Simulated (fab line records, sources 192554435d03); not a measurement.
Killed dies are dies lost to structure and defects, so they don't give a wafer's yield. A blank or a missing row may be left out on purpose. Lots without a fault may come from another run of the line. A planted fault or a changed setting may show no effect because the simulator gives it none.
fab line records | flow n5_finfet | part 1 of 2: steps 1 to 4 of 6
record lots=22 wafers=66 last_day=18
route steps=1938 shown MOL_CONTACT_COAG@617 BEOL_M0_SAQP@659 BEOL_M0@717
lots that met no fault: from a run of the same line without faults
start_h: hours from the record's first day to the start of the lot's first wafer shown | wait_h: hours since the lot's step before | " the same as in the row above | L1.1+2: a row that stands for several wafers | - no value, or no start given | * or withheld: withheld | < > ~ a bound
route shown NAME@n: a module of which the file shows steps, and the number in the route of the first | usual: mean/standard deviation of fault-free wafers | same: alike in all rows | chamber/n: place in a boat | sites: the reading at each site | _std_site: their standard deviation | _edge_site: outer sites' mean less inner sites' | radius_mm: how far each site lies from the wafer's centre | mask NAME#n: copy n | behind: the tool/chamber that last shaped the wafer | hold: why the lot was held/for how many hours/how that ended | device: the transistor (n, p or np) that didn't switch | end of line: the same wafers' tests at the end of the route | a step without rows: its recipe alone | killed: dies lost to structure and defects at the first sort, not the wafer's yield | map: a wafer's dies, x killed, . not, _ none there
set.NAME: the setting as run; set.NAME@STEP: as run at that earlier step | model.NAME: the simulator's own value behind a step, which no gauge read
steps of the route over a sample of lots; a table a step, a row a wafer
services: from which hour (start_h, from the record's first day; less than 0 if before it) a tool's chamber was out of use, for how many hours, and why
## steps
# step N5_MOL_CONTACT_COAG_ETCH_48
# recipe chemistry=C4F6/O2 target_depth_a=150 overetch_a=45 mask_material=SOC target=SiOC bias_w=465 pressure_mtorr=10 time_s=17 source_w=335 Ar_flow_sccm=300 C4F6_flow_sccm=10 O2_flow_sccm=10 ion_energy_ev=576
# usual C4F6_flow_sccm=9.99/0.032 drypump_motor_current_A=5.9/0.64 mfc_ar_sccm=300.0/0.98 oes_product_au=0.65/0.062 rf_vpp_V=1593/27 showerhead_plenum_p_Torr=2.87/0.11 throttle_valve_pct=40.8/0.46
# columns lot.wafer tool chamber start_h wait_h C4F6_flow_sccm drypump_motor_current_A mfc_ar_sccm oes_product_au rf_hours_counter_h rf_vpp_V showerhead_plenum_p_Torr throttle_valve_pct
L074.2 rie_diel-05 1 103.07 0.0 9.97 6.5 299.2 0.60 176 1613 2.82 40.0
L074.5 " 2 " " 9.95 5.6 299.7 0.60 - 1576 2.97 41.4
L074.6 " 3 " " 9.97 6.2 298.9 0.62 - 1541 2.70 40.4
L075.2 rie_diel-01 1 105.34 0.0 9.99 6.2 300.3 0.72 66 1616 3.00 41.0
L075.3 " 0 " " 10.00 6.8 300.0 0.65 141 1622 2.87 41.3
L075.5 " 0 " " 10.03 6.8 299.4 0.68 - 1619 2.87 41.4
L076.1 rie_diel-01 0 114.57 0.0 10.00 6.8 301.2 0.63 144 1620 2.87 41.3
L076.2 " 2 " " 10.03 4.9 300.9 0.58 169 1571 2.72 40.8
L076.5 " 0 " " 10.02 6.8 302.4 0.67 - 1619 2.87 41.3
L077.1 rie_diel-05 0 119.62 0.0 10.02 5.6 299.7 0.60 223 1629 2.94 41.0
L077.2 " 1 " " 10.02 6.5 300.1 0.61 182 1612 2.81 40.0
L077.5 " 3 " " 10.02 6.2 300.8 0.63 - 1541 2.70 40.4
L078.1 rie_diel-05 1 124.27 0.0 10.00 6.5 299.7 0.63 184 1611 2.81 40.0
L078.4 " 0 " " 9.97 5.7 300.2 0.55 224 1628 2.93 41.0
L078.6 " 1 " " 9.98 6.5 298.7 0.64 - 1613 2.81 40.0
L079.2 rie_diel-01 1 133.42 0.0 9.99 6.1 298.5 0.68 75 1615 3.00 41.0
L079.3 " 2 " " 9.99 4.9 299.8 0.58 175 1572 2.72 40.8
L079.4 " 0 " " 10.01 6.8 299.5 0.56 150 1621 2.86 41.3
L080.1 rie_diel-02 3 142.63 0.0 10.02 6.0 299.9 0.72 21 1570 3.03 41.1
L080.3 " 2 " " 10.04 5.7 299.8 0.68 73 1606 2.85 40.5
L080.4 " 0 " " 10.02 6.2 301.2 0.57 193 1618 2.93 40.3
L081.2 rie_diel-01 2 145.19 0.0 9.98 4.9 300.5 0.59 181 1570 2.71 40.8
L081.5 " 1 " " 10.00 6.2 302.0 0.65 - 1617 2.99 41.0
L081.6 " 0 " " 9.96 6.8 302.1 0.64 - 1619 2.86 41.3
L082.1 rie_diel-01 2 146.87 0.0 10.02 4.9 300.2 0.63 181 1571 2.71 40.8
L082.5 " 2 " " 10.01 4.9 300.9 0.62 - 1571 2.71 40.8
L082.6 " 1 " " 9.97 6.1 300.8 0.72 - 1615 2.99 41.0
L083.1 rie_diel-05 1 154.62 0.0 10.02 6.5 300.1 0.64 193 1612 2.81 40.0
L083.3 " 2 " " 10.02 5.5 299.2 0.60 178 1576 2.96 41.4
L083.4 " 0 " " 10.03 5.7 301.4 0.59 233 1628 2.93 41.0
L084.1 rie_diel-01 2 161.78 0.0 10.00 4.9 299.9 0.61 187 1571 2.71 40.8
L084.3 " 0 " " 10.00 6.8 301.1 0.64 159 1619 2.86 41.4
L084.6 " 2 " " 9.94 4.9 301.0 0.61 - 1572 2.71 40.8
L085.1 rie_diel-01 2 166.71 0.0 9.97 4.9 300.9 0.61 188 1573 2.71 40.8
L085.3 " 1 " " 9.99 6.1 302.5 0.65 87 1615 2.99 41.0
L085.6 " 2 " " 9.95 4.9 299.9 0.66 - 1572 2.71 40.8
L086.3 rie_diel-05 0 176.81 0.0 10.05 5.6 301.1 0.51 241 1629 2.93 41.0
L086.4 " 2 " " 9.94 5.6 299.7 0.58 186 1576 2.96 41.4
L086.5 " 0 " " 10.01 5.6 300.5 0.58 - 1627 2.93 41.0
L087.1 rie_diel-02 1 178.75 0.0 9.96 6.5 298.6 0.75 21 1610 3.01 40.0
L087.4 " 0 " " 10.04 6.3 299.4 0.63 205 1616 2.92 40.4
L087.5 " 3 " " 9.99 6.0 299.7 0.78 - 1567 3.03 41.1
L089.1 rie_diel-02 0 194.88 0.0 9.98 6.3 300.5 0.58 211 1615 2.92 40.4
L089.3 " 1 " " 9.97 6.5 300.3 0.72 27 1611 3.01 40.0
L089.5 " 2 " " 10.06 5.7 301.1 0.71 - 1606 2.85 40.5
L090.2 rie_diel-01 2 197.95 0.0 10.01 4.9 300.5 0.61 199 1572 2.71 40.8
L090.4 " 0 " " 10.05 6.8 302.0 0.66 174 1620 2.85 41.4
L090.6 " 1 " " 9.98 6.1 300.9 0.69 - 1614 2.98 41.0
L091.1 rie_diel-02 0 206.90 0.0 9.98 6.2 299.3 0.62 215 1616 2.92 40.4
L091.5 " 2 " " 10.00 5.7 299.9 0.65 - 1605 2.84 40.5
L091.6 " 3 " " 10.01 6.0 299.0 0.81 - 1569 3.02 41.1
L092.4 rie_diel-01 3 208.80 0.0 9.98 5.1 299.0 0.73 62 1563 2.79 40.3
L092.5 " 3 " " 9.97 5.1 299.1 0.72 - 1560 2.79 40.3
L092.6 " 0 " " 9.97 6.8 299.4 0.64 - 1619 2.85 41.4
L093.2 rie_diel-01 0 215.71 0.0 9.99 6.8 301.3 0.58 181 1619 2.85 41.4
L093.4 " 3 " " 9.96 5.1 298.9 0.72 65 1560 2.79 40.3
L093.5 " 0 " " 10.03 6.8 301.0 0.62 - 1619 2.85 41.4
L095.1 rie_diel-01 2 222.62 0.0 10.02 4.9 301.9 0.59 208 1571 2.70 40.8
L095.4 " 0 " " 9.98 6.8 297.9 0.56 183 1618 2.85 41.4
L095.5 " 0 " " 9.97 6.8 297.8 0.61 - 1620 2.85 41.4
L096.2 rie_diel-01 0 235.80 0.0 10.01 6.8 298.1 0.62 188 1618 2.85 41.4
L096.4 " 2 " " 10.04 4.9 299.2 0.60 212 1572 2.70 40.8
L096.6 " 1 " " 9.98 6.1 300.6 0.69 - 1614 2.98 41.0
L097.4 rie_diel-02 1 242.04 0.0 10.03 6.5 299.5 0.78 42 1611 3.00 40.0
L097.5 " 3 " " 9.98 6.0 300.2 0.73 - 1567 3.02 41.1
L097.6 " 0 " " 9.96 6.3 299.5 0.61 - 1615 2.91 40.4
# step N5_MOL_CONTACT_COAG_INSPECT_97
# recipe inspect_instrument=darkfield mode=post_anneal
# usual raw_defect_count=41/17
# columns lot.wafer tool chamber start_h wait_h raw_defect_count
L074.2 defect_inspect-02 - 107.24 0.0 27
L074.5 " - " " 23
L074.6 " - " " 26
L075.2 defect_inspect-01 - 110.24 0.0 43
L075.3 " - " " 36
L075.5 " - " " 40
L076.1 defect_inspect-01 - 118.66 0.0 40
L076.2 " - " " 55
L076.5 " - " " 43
L077.1 defect_inspect-01 - 123.70 0.0 45
L077.2 " - " " 59
L077.5 " - " " 59
L078.1 defect_inspect-01 - 128.35 0.0 30
L078.4 " - " " 55
L078.6 " - " " 52
L079.2 defect_inspect-01 - 137.51 0.0 108
L079.3 " - " " 78
L079.4 " - " " 76
L080.1 defect_inspect-02 - 146.71 0.0 22
L080.3 " - " " 36
L080.4 " - " " 26
L081.2 defect_inspect-01 - 149.74 0.1 34
L081.5 " - " " 35
L081.6 " - " " 34
L082.1 defect_inspect-02 - 152.71 0.0 20
L082.5 " - " " 39
L082.6 " - " " 34
L083.1 defect_inspect-02 - 158.70 0.0 26
L083.3 " - " " 50
L083.4 " - " " 44
L084.1 defect_inspect-02 - 165.85 0.0 26
L084.3 " - " " 39
L084.6 " - " " 25
L085.1 defect_inspect-02 - 170.79 0.0 53
L085.3 " - " " 31
L085.6 " - " " 33
L086.3 defect_inspect-02 - 180.94 0.1 32
L086.4 " - " " 26
L086.5 " - " " 32
L087.1 defect_inspect-01 - 183.90 0.0 25
L087.4 " - " " 32
L087.5 " - " " 29
L089.1 defect_inspect-01 - 199.22 0.0 27
L089.3 " - " " 50
L089.5 " - " " 23
L090.2 defect_inspect-02 - 202.26 0.1 44
L090.4 " - " " 18
L090.6 " - " " 42
L091.1 defect_inspect-01 - 210.98 0.0 33
L091.5 " - " " 73
L091.6 " - " " 75
L092.4 defect_inspect-01 - 214.04 0.1 39
L092.5 " - " " 31
L092.6 " - " " 26
L093.2 defect_inspect-02 - 219.81 0.0 54
L093.4 " - " " 44
L093.5 " - " " 46
L095.1 defect_inspect-02 - 227.29 0.0 39
L095.4 " - " " 35
L095.5 " - " " 40
L096.2 defect_inspect-01 - 239.98 0.1 35
L096.4 " - " " 35
L096.6 " - " " 42
L097.4 defect_inspect-01 - 246.19 0.1 35
L097.5 " - " " 37
L097.6 " - " " 30
# step N5_BEOL_M0_SAQP_STRIP_86
# recipe chemistry=N2/H2 power_w=500 temp_c=40 pressure_mtorr=50 rf_frequency_hz=6e+07 overash_fraction=0.3 bias_power_w=28 h2_frac=0.5 n2_flow_sccm=300 h2_flow_sccm=300
# usual drypump_motor_current_A=5.9/0.4 oes_product_au=0.76/0.074 rf_vpp_V=122.0/1.5 showerhead_plenum_p_Torr=3.42/0.084 throttle_valve_pct=18.9/0.33
# columns lot.wafer tool chamber start_h wait_h drypump_motor_current_A oes_product_au rf_hours_counter_h rf_vpp_V showerhead_plenum_p_Torr throttle_valve_pct
L074.2 rie_diel-04 2 109.74 0.2 6.4 0.70 212 123.2 3.47 19.2
L074.5 " 1 " " 6.3 0.76 - 122.3 3.50 18.4
L074.6 " 2 " " 6.4 0.69 - 120.8 3.47 19.2
L075.2 rie_diel-04 0 114.43 0.1 6.1 0.90 45 123.4 3.43 18.6
L075.3 " 1 " " 6.3 0.75 123 122.8 3.50 18.4
L075.5 " 1 " " 6.4 0.76 - 121.4 3.50 18.4
L076.1 rie_diel-06 2 120.55 0.1 5.5 0.84 62 122.9 3.27 18.7
L076.2 " 1 " " 5.3 0.78 124 122.4 3.38 19.3
L076.5 " 1 " " 5.3 0.78 - 124.8 3.38 19.3
L077.1 rie_diel-04 1 128.49 0.1 6.3 0.76 127 124.6 3.50 18.4
L077.2 " 0 " " 6.1 0.88 49 122.6 3.43 18.6
L077.5 " 0 " " 6.1 0.88 - 122.5 3.43 18.6
L078.1 rie_diel-03 0 132.03 0.1 6.2 0.72 217 122.9 3.47 19.2
L078.4 " 0 " " 6.2 0.70 - 122.1 3.47 19.2
L078.6 " 1 " " 5.8 0.72 - 120.5 3.49 19.1
L079.2 rie_diel-04 1 140.25 0.2 6.3 0.75 131 121.8 3.49 18.4
L079.3 " 3 " " 5.3 0.75 174 124.7 3.49 19.2
L079.4 " 0 " " 6.1 0.88 53 120.4 3.43 18.6
L080.1 rie_diel-03 0 148.60 0.1 6.2 0.70 223 125.5 3.46 19.2
L080.3 " 1 " " 5.7 0.71 187 122.1 3.49 19.1
L080.4 " 0 " " 6.2 0.70 - 121.8 3.46 19.2
L081.2 rie_diel-06 1 152.77 0.1 5.3 0.76 131 121.0 3.37 19.3
L081.5 " 0 " " 5.4 0.71 - 123.4 3.33 19.2
L081.6 " 1 " " 5.3 0.76 - 121.4 3.37 19.3
L082.1 rie_diel-03 1 155.06 0.1 5.8 0.69 189 124.3 3.49 19.2
L082.5 " 0 " " 6.2 0.70 - 124.2 3.46 19.3
L082.6 " 3 " " 6.3 0.68 - 120.9 3.44 18.8
L083.1 rie_diel-04 2 160.47 0.1 6.4 0.69 226 121.3 3.46 19.2
L083.3 " 3 " " 5.3 0.75 181 121.4 3.48 19.2
L083.4 " 1 " " 6.3 0.76 137 123.8 3.49 18.4
L084.1 rie_diel-04 1 170.17 0.1 6.3 0.75 141 121.6 3.49 18.4
L084.3 " 3 " " 5.4 0.74 184 121.8 3.48 19.2
L084.6 " 0 " " 6.1 0.87 - 123.1 3.42 18.6
L085.1 rie_diel-04 3 173.58 0.1 5.4 0.75 186 122.0 3.48 19.2
L085.3 " 1 " " 6.3 0.75 142 124.5 3.49 18.5
L085.6 " 1 " " 6.3 0.75 - 122.5 3.49 18.4
L086.3 rie_diel-03 2 183.13 0.1 5.7 0.82 73 121.0 3.26 18.5
L086.4 " 1 " " 5.7 0.70 - 123.3 3.48 19.2
L086.5 " 0 " " 6.2 0.69 - 123.0 3.45 19.3
L087.1 rie_diel-04 2 186.56 0.1 6.4 0.68 235 122.0 3.46 19.2
L087.4 " 0 " " 6.1 0.84 69 120.1 3.42 18.6
L087.5 " 2 " " 6.4 0.67 - 123.8 3.46 19.2
L089.1 rie_diel-04 2 201.23 0.1 6.4 0.68 240 122.3 3.46 19.2
L089.3 " 3 " " 5.4 0.74 194 121.3 3.48 19.2
L089.5 " 3 " " 5.3 0.74 - 120.9 3.48 19.2
L090.2 rie_diel-04 0 204.41 0.1 6.1 0.85 75 120.2 3.42 18.7
L090.4 " 1 " " 6.4 0.74 152 122.0 3.48 18.5
L090.6 " 0 " " 6.1 0.83 - 124.8 3.42 18.7
L091.1 rie_diel-03 1 213.29 0.1 5.8 0.70 211 123.7 3.48 19.2
L091.5 " 3 " " 6.3 0.93 - 122.0 3.43 18.4
L091.6 " 0 " " 6.2 0.68 - 123.6 3.45 19.3
L092.4 rie_diel-06 2 217.66 0.1 5.5 0.80 - 122.0 3.26 18.7
L092.5 " 3 " " 6.0 0.70 - 119.0 3.21 19.1
L092.6 " 1 " " 5.3 0.75 - 121.7 3.36 19.4
L093.2 rie_diel-04 3 222.36 0.1 5.3 0.75 200 122.9 3.47 19.2
L093.4 " 0 " " 6.1 0.84 79 122.4 3.41 18.7
L093.5 " 0 " " 6.1 0.83 - 121.8 3.42 18.7
L095.1 rie_diel-06 3 230.75 0.2 6.0 0.70 215 120.7 3.20 19.1
L095.4 " 2 " " 5.5 0.79 96 123.6 3.26 18.8
L095.5 " 2 " " 5.5 0.78 - 121.6 3.26 18.8
L096.2 rie_diel-03 1 241.74 0.1 5.7 0.68 219 123.3 3.47 19.2
L096.4 " 1 " " 5.7 0.68 - 122.7 3.47 19.2
L096.6 " 3 " " 6.3 0.91 - 117.9 3.43 18.4
L097.4 rie_diel-03 3 250.96 0.0 6.4 0.91 20 121.6 3.43 18.4
L097.5 " 0 " " 6.2 1.00 - 120.0 3.45 18.9
L097.6 " 3 " " 6.3 0.90 - 122.8 3.43 18.4
# step N5_BEOL_M0_SAQP_MANDREL1_REMOVE_100
# recipe chemistry=HBr/Cl2/O2 bt_time_s=10 target=a-Si stop_on=SiNx endpoint=OES-SiCl over_etch_frac=0.85 icp_w=600 bias_w=30 HBr_flow_sccm=150 Cl2_flow_sccm=80 O2_flow_sccm=5 pressure_mtorr=10
# usual HBr_flow_sccm=150.0/0.43 drypump_motor_current_A=5.7/0.41 oes_product_au=0.995/0.015 throttle_valve_pct=36.77/0.29
# columns lot.wafer tool chamber start_h wait_h HBr_flow_sccm drypump_motor_current_A oes_product_au rf_hours_counter_h throttle_valve_pct
L074.2 rie_si-02 2 111.50 0.1 149.7 5.5 1.003 166 36.33
L074.5 " 1 " " 149.9 5.8 0.989 - 36.75
L074.6 " 2 " " 150.5 5.5 1.005 - 36.34
L075.2 rie_si-04 0 115.66 0.1 150.1 5.0 1.023 141 36.71
L075.3 " 3 " " 149.3 5.9 1.010 183 36.45
L075.5 " 0 " " 150.1 5.0 1.009 - 36.70
L076.1 rie_si-04 3 121.90 0.1 149.7 6.0 1.002 183 36.45
L076.2 " 1 " " 149.8 5.4 0.968 53 36.60
L076.5 " 2 " " 149.9 5.5 1.013 - 37.30
L077.1 rie_si-02 2 129.66 0.1 149.9 5.6 1.007 166 36.33
L077.2 " 0 " " 149.9 6.1 0.977 155 36.58
L077.5 " 0 " " 150.5 6.1 0.967 - 36.57
L078.1 rie_si-05 0 133.12 0.1 149.7 5.6 0.979 5 36.75
L078.4 " 2 " " 149.8 6.5 0.990 12 37.25
L078.6 " 0 " " 150.8 5.6 0.979 - 36.75
L079.2 rie_si-04 2 141.34 0.1 150.4 5.5 1.004 173 37.32
L079.3 " 1 " " 149.0 5.4 0.977 53 36.61
L079.4 " 3 " " 149.5 6.1 1.015 183 36.44
L080.1 rie_si-02 3 149.71 0.1 150.0 6.0 0.988 85 37.09
L080.3 " 0 " " 150.1 6.1 0.975 156 36.59
L080.4 " 2 " " 149.8 5.5 1.007 167 36.34
L081.2 rie_si-02 3 153.85 0.1 149.4 6.0 0.991 85 37.10
L081.5 " 2 " " 149.5 5.6 1.001 - 36.35
L081.6 " 1 " " 149.7 5.8 0.969 - 36.74
L082.1 rie_si-05 0 156.97 0.1 150.0 5.6 0.997 6 36.76
L082.5 " 3 " " 149.9 6.1 1.000 - 36.65
L082.6 " 2 " " 150.1 6.5 0.999 - 37.23
L083.1 rie_si-04 2 162.51 0.1 150.5 5.5 1.002 174 37.32
L083.3 " 0 " " 150.9 5.0 0.998 142 36.69
L083.4 " 3 " " 149.7 6.0 1.000 183 36.46
L084.1 rie_si-04 3 172.56 0.1 150.7 6.0 1.003 184 36.44
L084.3 " 2 " " 150.4 5.5 1.000 174 37.30
L084.6 " 3 " " 150.7 6.0 1.009 - 36.45
L085.1 rie_si-04 1 174.99 0.1 149.9 5.4 0.987 54 36.60
L085.3 " 3 " " 149.9 5.9 1.010 184 36.46
L085.6 " 1 " " 149.4 5.4 0.968 - 36.61
L086.3 rie_si-02 0 184.41 0.1 150.5 6.1 0.987 156 36.57
L086.4 " 1 " " 150.0 5.9 0.971 126 36.76
L086.5 " 0 " " 150.3 6.1 0.985 - 36.58
L087.1 rie_si-04 2 189.84 0.1 149.8 5.5 1.005 174 37.30
L087.4 " 2 " " 149.9 5.5 1.015 - 37.29
L087.5 " 0 " " 150.0 5.0 1.019 - 36.70
L089.1 rie_si-02 3 202.76 0.1 149.9 6.0 0.996 86 37.11
L089.3 " 2 " " 150.0 5.6 1.000 168 36.35
L089.5 " 2 " " 149.4 5.5 1.005 - 36.34
L090.2 rie_si-02 2 206.54 0.1 149.0 5.5 1.007 168 36.34
L090.4 " 1 " " 150.2 5.9 0.994 126 36.73
L090.6 " 3 " " 149.3 6.0 1.000 - 37.10
L091.1 rie_si-04 0 214.37 0.1 149.5 5.0 1.010 143 36.70
L091.5 " 2 " " 150.1 5.5 1.012 - 37.30
L091.6 " 1 " " 150.5 5.4 0.989 - 36.63
L092.4 rie_si-05 3 219.14 0.1 150.2 6.2 0.984 - 36.66
L092.5 " 1 " " 150.4 5.8 1.011 - 36.88
L092.6 " 2 " " 149.4 6.5 0.972 - 37.21
L093.2 rie_si-05 1 223.44 0.1 149.8 5.7 1.021 94 36.89
L093.4 " 2 " " 149.9 6.5 0.988 14 37.22
L093.5 " 1 " " 150.0 5.7 1.022 - 36.88
L095.1 rie_si-04 3 231.83 0.1 150.4 6.1 1.009 185 36.46
L095.4 " 2 " " 150.8 5.5 1.007 175 37.29
L095.5 " 1 " " 149.6 5.4 0.975 - 36.62
L096.2 rie_si-02 2 242.82 0.1 149.8 5.6 1.013 168 36.36
L096.4 " 3 " " 150.3 6.0 0.994 87 37.11
L096.6 " 1 " " 149.9 5.9 0.985 - 36.75
L097.4 rie_si-04 1 252.29 0.1 150.4 5.4 0.956 - 36.61
L097.5 " 0 " " 149.8 4.9 1.002 - 36.69
L097.6 " 2 " " 150.0 5.5 1.000 - 37.30
